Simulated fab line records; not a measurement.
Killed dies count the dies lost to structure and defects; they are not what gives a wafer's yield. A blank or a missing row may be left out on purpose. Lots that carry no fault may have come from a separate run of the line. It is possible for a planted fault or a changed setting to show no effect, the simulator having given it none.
What tool caused it? ; flow nand_harc ; 6 lots with 18 wafers sampled at 2 steps, on a route of 1159 steps

== WHAT THE GAUGES SHOWED, per wafer ==
NHARC_END_WLT_00.
lot;measured;on;VT_DECK1_TOP
L768;day 19 14:15;prober-02;0.900 0.898 0.906
L769;day 19 22:10;prober-02;0.887 0.893 0.883
L776;day 21 11:46;prober-01;0.878 0.880 0.886
L785;day 24 04:43;prober-01;0.900 0.900 0.897
L788;day 24 10:14;prober-02;0.898 0.895 0.898
L787;day 25 02:16;prober-02;0.888 0.890 0.896

== EACH LOT AND THE TOOL THAT RAN IT (in order: tool; ch and the chambers of the sampled wafers; start) ==
lot;NHARC_A_CONTACT_ETCH_111
L768;har_cap_etch-01 ch 1, day 16 07:40
L769;har_cap_etch-03 ch 0,1, day 16 18:18
L776;har_cap_etch-03 ch 0,1, day 18 18:28
L785;har_cap_etch-01 ch 0,1, day 20 20:44
L788;har_cap_etch-03 ch 0,1, day 21 21:34
L787;har_cap_etch-01 ch 0,1, day 22 02:03
- NHARC_A_CONTACT_ETCH_111: etches the open film in C4F8/O2/Ar, time 140 s, target depth 700 nm.

== THE ANSWER, worked out from the rows above alone ==
Rule: the usual values come from the lots themselves. Put in order of their means at a reading, lots are off if they are a third of the lots or fewer, leave a main group of 4 or more, and stand apart from it by a gap of 3 or more times the standard deviation of the main group's means; of several such gaps the widest counts. A main group is skipped when, at the precision printed for the reading in the tables above, its means are all equal. A lot without any number at a reading at which 4 lots or more have one is off too. Where the step has rows for the other lots, those lots are counted as sound.
Across all readings shown, no lot is off: no conclusion can be drawn from this.

== WHAT THE SIMULATOR HAD PUT IN ==
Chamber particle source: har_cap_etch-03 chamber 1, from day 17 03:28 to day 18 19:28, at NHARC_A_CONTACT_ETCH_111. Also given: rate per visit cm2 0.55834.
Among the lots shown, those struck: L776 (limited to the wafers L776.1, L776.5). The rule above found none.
